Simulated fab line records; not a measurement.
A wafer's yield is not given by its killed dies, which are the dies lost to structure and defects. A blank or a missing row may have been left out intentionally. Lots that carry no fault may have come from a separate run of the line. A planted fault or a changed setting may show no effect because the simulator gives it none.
Matching of chambers	flow n5_finfet	N5_BEOL_M0_ETCH_128 on rie_diel-01: 4 sister chambers
The step etches SiCN in CF4/N2, target depth 12 nm, overetch 5.1 nm, time 21.4 s. 8 wafers are shown with their chamber, then 11 later ones without.

## WAFERS PAIRED WITH THEIR CHAMBERS
wafer	chamber	drypump_motor_current_A (A)	throttle_valve_pct (%)
L084.4	0	6.2	15.53
L085.3	1	5.8	15.23
L085.4	3	5.4	15.67
L085.5	2	5.6	15.20
L088.1	2	5.6	15.21
L088.3	0	6.3	15.55
L088.4	1	5.8	15.26
L089.1	3	5.4	15.66

## WAFERS WITH NO CHAMBER GIVEN
wafer	drypump_motor_current_A (A)	throttle_valve_pct (%)
L089.2	5.6	15.22
L089.6	5.7	15.24
L092.1	5.6	15.24
L092.3	5.4	15.68
L092.4	6.2	15.54
L093.1	5.6	15.23
L093.2	6.2	15.56
L093.5	6.2	15.57
L094.1	5.6	15.26
L094.3	5.8	15.27
L094.5	5.4	15.68

## CHAMBER TAKEN BY EACH
wafer	from the rows above	in truth
L089.2	2	2
L089.6	can't be placed: 1 or 2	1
L092.1	2	2
L092.3	3	3
L092.4	0	0
L093.1	2	2
L093.2	0	0
L093.5	0	0
L094.1	can't be placed: 2 or 1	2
L094.3	1	1
L094.5	3	3
Placed correctly: 9 of 11. Not placeable from these rows: 2 (in 2, the candidates include the true chamber). Placed wrongly: 0.
How it was worked out, from the rows above alone: a wafer's distance from a chamber is the root of the sum, over the readings, of the square of ((its reading less the chamber's mean) divided by the reading's scatter). The wafer belongs to the nearest chamber; if the next one is less than 2 further off, it can't be placed. The mean given for a chamber averages the wafers shown for that chamber. How the scatter is found: for the shown wafers, subtract from each reading the mean of its chamber, square and add these, divide the total by (wafers less chambers), then take the root.
